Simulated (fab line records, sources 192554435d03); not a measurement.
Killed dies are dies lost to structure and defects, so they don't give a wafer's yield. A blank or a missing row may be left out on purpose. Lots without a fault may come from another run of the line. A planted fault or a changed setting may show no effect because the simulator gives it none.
Split-lot experiment | flow n5_finfet | 7 lots, 21 wafers read, on a route of 1938 steps

THE SPLIT
At N5_BEOL_M10_ETCH_41 (etches SiCN in CH3F/O2, target depth 42.6 nm, time 86 s), the setting source_w was moved away from the recipe's 395 W on 3 of the 21 wafers read, by -17.8% to +7.8%. The other wafers ran this setting at the recipe's value.

The reading is taken at the split's own step.

THE READING
rf_vpp_V, in V, at N5_BEOL_M10_ETCH_41 (etches SiCN in CH3F/O2, target depth 42.6 nm, time 86 s). Fault-free wafers of this fab line usually give 297.1 V, standard deviation 1.6 V.

wafer  | tool, chamber at the split | source_w as run, W | against the recipe | rf_vpp_V, V | against lot-mates on the recipe
L080.2 | rie_diel-02, 2             | 395                | recipe             | 295.5       | -
L080.3 | rie_diel-02, 1             | 395                | recipe             | 297.5       | -
L080.6 | rie_diel-02, 1             | 395                | recipe             | 296.3       | -
L086.2 | rie_diel-02, 2             | 395                | recipe             | 295.7       | -
L086.3 | rie_diel-02, 0             | 395                | recipe             | 299.2       | -
L086.5 | rie_diel-02, 0             | 395                | recipe             | 300.5       | -
L084.1 | rie_diel-03, 1             | 395                | recipe             | 296.4       | -
L084.4 | rie_diel-03, 0             | 395                | recipe             | 296.7       | -
L084.5 | rie_diel-03, 3             | 414                | +4.8%              | 294.6       | -1.9
L088.1 | rie_diel-03, 0             | 395                | recipe             | 294.6       | -
L088.4 | rie_diel-03, 2             | 395                | recipe             | 297.1       | -
L088.5 | rie_diel-03, 1             | 324.5              | -17.8%             | 315.4       | +19.5
L087.4 | rie_diel-02, 0             | 395                | recipe             | 298.7       | -
L087.5 | rie_diel-02, 1             | 395                | recipe             | 297.3       | -
L087.6 | rie_diel-02, 2             | 395                | recipe             | 294.9       | -
L091.1 | rie_diel-02, 2             | 395                | recipe             | 296.7       | -
L091.3 | rie_diel-02, 3             | 395                | recipe             | 298.7       | -
L091.6 | rie_diel-02, 2             | 395                | recipe             | 295.6       | -
L096.1 | rie_diel-02, 2             | 395                | recipe             | 296.3       | -
L096.5 | rie_diel-02, 2             | 395                | recipe             | 295.1       | -
L096.6 | rie_diel-02, 1             | 426                | +7.8%              | 288.1       | -7.6

THE FIT
A straight line over all 21 wafers: rf_vpp_V changes by -1.02 V for each +1% of source_w; r = -0.94; the points scatter about the line by 1.6 V.
The same after taking each lot's own level away (the mean of its wafers on the recipe; 21 wafers): -1.03 V for each +1%; r = -0.96; scatter 1.5 V.
On that fit, the largest move of source_w shifts the reading by 18 V.
The lots' own levels span 295.70 to 298.47 V, that is 1.7 times the standard deviation above.
So the lot-to-lot level changes the slope little: the two slopes agree.
Check: with one of the wafers moved furthest among these (-17.8%) left out of the fit, the line predicts +14.7 V for it against its lot-mates. It came out at +19.5 V against them.
Tool readings at the split's step, against how far the setting was moved: rf_vpp_V r = -0.94.

OTHER SPLITS ON THESE WAFERS
These wafers also went through other splits before the reading. Each is held against what the fit with the lots' levels taken away leaves over:
other split on the same wafers | wafers away from the commonest value | r with rf_vpp_V (lot level and that fit taken away)
N5_BEOL_M5_EXPOSE_25 dose_mj   | 8                                    | +0.04
N5_BEOL_M7_ETCH_61 source_w    | 10                                   | +0.19
N5_BEOL_M10_VIA_ETCH_34 bias_w | 2                                    | +0.21

THE FILE'S OWN FIT
rf_vpp_V changes by -1.04 V for each +1% of source_w, r = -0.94.
